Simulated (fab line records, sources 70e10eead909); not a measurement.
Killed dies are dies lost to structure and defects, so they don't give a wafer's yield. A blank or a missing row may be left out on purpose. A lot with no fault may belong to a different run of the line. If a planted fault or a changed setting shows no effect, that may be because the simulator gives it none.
A lot that was struck, set against a sound lot + flow nand-harc + 14 out of 1302 route steps
Sound: wafers L660.3, L660.4, L660.5. Struck: wafer L670.4; the same lot's L670.2 was not struck, so it is left out; see the end for the cause.
At each step with rows: each side's tool, then ch and its chambers, then its first start. Under that, the readings that differ: sound wafers + struck wafers + difference of the means + sigmas: that difference in standard deviations of wafers without a fault.
alike: readings whose means differ by less than 2 such deviations, and words and numbers that are the same on both sides. not compared: withheld readings, readings that some wafer has no value for, bounds like >300 that may hide the same value, and numbers for which the record gives no deviation and whose values overlap.
A row with sigmas, a row that says differs or no value, or rows on one side alone: a step with any of these is where the two part. Numbers that have no deviation but don't overlap get no sigmas and don't part them. A reading that every wafer of one side lacks parts them only if that side has two wafers or more.

first, 1 step without rows for these wafers: NHARC_A_ONON_D1_DEP_12 (target thk 1000 nm).
NHARC_A_ONON_D1_THK_MEAS_14: measures by ellipsometry.
  struck on film-metro-01, day 16 06:35; sound on film-metro-01, day 12 06:11
  alike: thk-nm
then, 2 steps without rows for these wafers: NHARC_A_ONON_D1_ANNEAL_15 (time 3600 s); NHARC_A_ONON_D1_DEP_16 (target thk 1000 nm).
NHARC_A_ONON_D1_THK_MEAS_18: measures by ellipsometry.
  struck on film-metro-01, day 16 14:23; sound on film-metro-01, day 12 14:00
  alike: thk-nm
next comes 1 step that has no rows for these wafers: NHARC_A_ONON_D1_DEP_19 (target thickness 1000 nm).
NHARC_A_ONON_D1_THK_MEAS_21: measures by ellipsometry.
  struck on film-metro-01, day 16 14:57; sound on film-metro-01, day 12 14:34
| reading     | sound       | struck | difference | sigmas |
|-------------|-------------|--------|------------|--------|
| thk-nm (nm) | 993 992 991 | 1013   | +21        | +2     |
next comes 1 step that has no rows for these wafers: NHARC_A_ONON_D1_DEP_22 (target thickness 1000 nm).
NHARC_A_ONON_D1_THK_MEAS_24: measures by ellipsometry.
  struck on film-metro-01, day 16 15:31; sound on film-metro-02, day 12 15:08
  alike: thk-nm
next comes 1 step that has no rows for these wafers: NHARC_A_ONON_D1_DEP_25 (target thickness 1000 nm).
NHARC_A_ONON_D1_THK_MEAS_27: measures by ellipsometry.
  struck on film-metro-01, day 16 16:04; sound on film-metro-01, day 12 15:43
  alike: thk-nm
NHARC_A_ONON_D1_DEP_28: target thk 1000 nm.
  sound on pecvd-onon-04 ch 0, day 12 15:53; struck on pecvd-onon-03 ch 0, day 16 16:11
NHARC_A_ONON_D1_THK_MEAS_30: measures by ellipsometry.
  struck on film-metro-01, day 16 16:38; sound on film-metro-02, day 12 16:16
| reading     | sound       | struck | difference | sigmas |
|-------------|-------------|--------|------------|--------|
| thk-nm (nm) | 998 998 998 | 1049   | +51        | +4     |
NHARC_A_ONON_D1_DEP_33: deposits SiO2, target thk 200 nm.
  sound on pecvd-02 ch 0,1, day 12 16:22; struck on pecvd-01 ch 2, day 16 16:47
  alike: heater-power-w, throttle-valve-pct

== WHERE THEY PART ==
First at NHARC_A_ONON_D1_THK_MEAS_21; last, within this record, at NHARC_A_ONON_D1_THK_MEAS_30. Later steps at which nothing parts them and some readings are alike: NHARC_A_ONON_D1_DEP_33.

WHY: whatever the simulator had introduced
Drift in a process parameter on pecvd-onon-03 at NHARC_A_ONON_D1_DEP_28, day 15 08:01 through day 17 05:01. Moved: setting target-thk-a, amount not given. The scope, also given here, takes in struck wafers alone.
